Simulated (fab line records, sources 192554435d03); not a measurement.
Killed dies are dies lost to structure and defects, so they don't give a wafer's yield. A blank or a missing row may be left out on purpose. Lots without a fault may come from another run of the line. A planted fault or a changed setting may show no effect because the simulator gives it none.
Which tool did it? | flow n5_finfet | 9 lots, 27 wafers sampled, at 5 steps of a route of 1938

WHAT THE GAUGES READ, wafer by wafer
N5_BEOL_M4_RC_MEAS_101.
lot  | measured     | on        | DIBL_N (mV/V)
L738 | day 8 19:38  | prober-01 | 37.7 32.4 36.1
L739 | day 8 22:56  | prober-02 | 38.7 35.8 34.1
L741 | day 10 00:36 | prober-02 | 39.4
L750 | day 12 10:49 | prober-02 | 37.6 37.6 37.3
L751 | day 12 17:54 | prober-02 | 38.3 40.4 36.9
L754 | day 12 22:56 | prober-01 | 33.3 34.7 34.8
L755 | day 13 19:06 | prober-02 | 37.3 38.2 41.6
L757 | day 14 06:01 | prober-01 | 38.4 37.4 37.3
L759 | day 14 13:47 | prober-02 | 40.8 35.2 37.1

WHICH TOOL RAN EACH LOT (tool, then ch and the chambers of the sampled wafers, then the start)
lot  | N5_SDB_ETCH_18                    | N5_SDB_HM_OPEN_20                 | N5_SDB_ALD_29                    | N5_SDB_CMP_30
L738 | rie_diel-01 ch 0,2,3, day 4 07:22 | rie_diel-01 ch 0,2,3, day 4 07:31 | ald_sin-04 ch 0,1,2, day 4 08:23 | cmp-03 ch 0,1,3, day 4 11:09
L739 | rie_diel-01 ch 1,2,3, day 4 17:20 | rie_diel-01 ch 1,2,3, day 4 17:29 | ald_sin-02 ch 0,2, day 4 19:41   | cmp-01 ch 0,1,2, day 4 22:25
L741 | rie_diel-01 ch 1,2,3, day 5 00:59 | rie_diel-01 ch 1,2,3, day 5 01:08 | ald_sin-04 ch 0,1, day 5 02:26   | cmp-01 ch 0,2, day 5 05:13
L750 | rie_diel-03 ch 1,2,3, day 7 08:47 | rie_diel-03 ch 1,2,3, day 7 08:57 | ald_sin-03 ch 1,2, day 7 09:37   | cmp-03 ch 0,1,3, day 7 12:22
L751 | rie_diel-05 ch 2,3, day 7 16:47   | rie_diel-05 ch 2,3, day 7 17:02   | ald_sin-02 ch 1,2,3, day 7 18:20 | cmp-03 ch 1,2,3, day 7 21:04
L754 | rie_diel-05 ch 1,2,3, day 8 06:29 | rie_diel-05 ch 1,2,3, day 8 06:39 | ald_sin-03 ch 0,2,3, day 8 07:15 | cmp-04 ch 2,3, day 8 09:59
L755 | rie_diel-01 ch 0,1,3, day 8 11:11 | rie_diel-01 ch 0,1,3, day 8 11:20 | ald_sin-04 ch 0,1,2, day 8 12:11 | cmp-03 ch 0,1,3, day 8 15:04
L757 | rie_diel-03 ch 0,2,3, day 9 02:13 | rie_diel-03 ch 0,2,3, day 9 02:22 | ald_sin-03 ch 0,1,2, day 9 03:18 | cmp-03 ch 0,1,2, day 9 06:02
L759 | rie_diel-05 ch 1,2, day 9 15:22   | rie_diel-05 ch 1,2, day 9 15:31   | ald_sin-04 ch 0,1,2, day 9 16:56 | cmp-03 ch 1,2, day 9 19:40
- N5_SDB_ETCH_18: etches SOC in N2/H2, target depth 100 nm, overetch 20 nm, time 150 s.
- N5_SDB_HM_OPEN_20: chemistry CH3F/O2, target SiNx, stops on poly-Si, target depth 24 nm.
- N5_SDB_ALD_29: deposits SiNx, target thk 30 nm, pulse time 1 s, ald cycles 600.
- N5_SDB_CMP_30: polishes, stops on poly-Si, t overpolish 1.54 s, target thk 30 nm.

THE ANSWER, worked out from the rows above alone
Rule: what is usual is taken from the lots themselves. Put in order of their means at a reading, lots are off if they are a third of the lots or fewer, leave a main group of 4 or more, and stand apart from it by a gap of 3 or more times the standard deviation of the main group's means; of several such gaps the widest counts. A main group whose means are all the same, to the digits that the tables above print for the reading, isn't used. A lot without any number at a reading at which 4 lots or more have one is off too. The other lots that the step has rows for count as sound.
No lot is off at any reading shown: from this, nothing can be told.

WHAT THE SIMULATOR HAD PUT IN
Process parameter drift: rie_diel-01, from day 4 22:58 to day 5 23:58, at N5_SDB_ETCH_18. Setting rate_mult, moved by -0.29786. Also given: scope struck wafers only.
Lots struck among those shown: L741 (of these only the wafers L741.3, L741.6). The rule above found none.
